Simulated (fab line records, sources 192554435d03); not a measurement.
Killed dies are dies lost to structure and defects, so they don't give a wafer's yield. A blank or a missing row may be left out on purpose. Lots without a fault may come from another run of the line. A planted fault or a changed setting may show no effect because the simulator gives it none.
A struck lot beside a sound one | flow n5_finfet | 15 steps out of a route of 1938
Sound: wafers L112.1, L112.3, L112.5. Struck: wafer L127.4. (L127.1, L127.6 of the same lot were not struck and are left out.) The cause comes at the end.
At each step with rows: each side's tool, then ch and its chambers, then its first start. Under that, the readings that differ: sound wafers | struck wafers | difference of the means | sigmas: that difference in standard deviations of wafers without a fault.
alike: readings whose means differ by less than 2 such deviations, and words and numbers that are the same on both sides. not compared: withheld readings, readings that some wafer has no value for, bounds like >300 that may hide the same value, and numbers for which the record gives no deviation and whose values overlap.
The two part at a step that has a row with sigmas, a row that says differs or no value, or rows on one side only. Numbers that don't overlap but have no deviation are shown without sigmas and don't part them. A reading that every wafer of one side lacks parts them only if that side has two wafers or more.

N5_BEOL_M10_STRIP_77: strips in N2/H2, time 10 s.
  sound on rie_diel-04 ch 1,3; struck on rie_diel-04 ch 0
  alike: drypump_motor_current_A, oes_product_au, rf_vpp_V, showerhead_plenum_p_Torr, throttle_valve_pct
  not compared: rf_hours_counter_h
N5_BEOL_M10_OCD_MEAS_38:
  sound on ocd-02, day 11 03:53; struck on ocd-01, day 15 23:47
  alike: trench_depth_nm
then, 4 steps without rows for these wafers: N5_BEOL_M10_HM_STRIP_39 (strips TiN in peroxide tin strip, target depth 25 nm, time 158 s); N5_BEOL_M10_SRD_40 (time 30 s); N5_BEOL_M10_PRECLEAN_42 (cleans in residue remover, time 60 s); N5_BEOL_M10_SRD_43 (time 30 s).
N5_BEOL_M10_CD_MEAS_35: target cd 70 nm.
  sound on cd_sem-03, day 11 04:02; struck on cd_sem-01, day 16 00:02
  alike: cd_nm
N5_BEOL_M10_CURE_72: cures SiCOH lowk, time 120 s.
  sound on uv_cure-03 ch 0, day 11 04:11; struck on uv_cure-03 ch 0, day 16 00:23
  alike: lamp_power_pct, wafer_temp_C_max
then, 1 step without rows for these wafers: N5_BEOL_M10_DEGAS_44 (time 60 s).
N5_BEOL_M10_PRE_CLEAN_45: time 30 s.
  sound on pvd_sputter-02, day 11 04:38; struck on pvd_sputter-03, day 16 01:13
  alike: heater_power_w
N5_BEOL_M10_ALD_74: deposits TaN, target thk 2 nm, pulse time 2 s, purge time 3 s.
  sound on ald_metal-01 ch 0,2,3, day 11 04:45; struck on ald_metal-03 ch 2, day 16 01:19
  alike: heater_power_w
then, 1 step without rows for these wafers: N5_BEOL_M10_SURFACE_TREAT_76.
N5_BEOL_M10_CVD_75: deposits Co from CCTBA/H2, target thk 2 nm, time 138.9 s.
  sound on cvd_co-01 ch 1,2, day 11 05:07; struck on cvd_co-01 ch 1, day 16 01:53
  reading          | sound             | struck | difference | sigmas
  run_length_s (s) | 162.4 161.9 162.9 | 115.5  | -46.9      | -82
N5_BEOL_M10_SPUTTER_48: material Cu, target thk 12 nm, time 2 s.
  sound on pvd_sputter-01, day 11 05:17; struck on pvd_sputter-03, day 16 02:04
  alike: cathode_dc_power_W, throttle_valve_pct
-- the record jumps here: 2 days lie between the struck wafers' starts before and after (it left off in module BEOL_M10 and takes up again in module PASSIVATION, whose first step shown is number 1936 of the route) --
N5_PASSIVATION_PROBE_49:
  the record has rows for the struck wafers here (prober-01, day 18 08:45) and none for the sound ones

WHERE THEY PART
First at N5_BEOL_M10_CVD_75; last, within this record, at N5_PASSIVATION_PROBE_49.

WHY: what the simulator had put in
Process parameter drift: cvd_co-01, from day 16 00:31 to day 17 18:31, at N5_BEOL_M10_CVD_75. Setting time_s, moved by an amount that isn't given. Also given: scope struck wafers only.
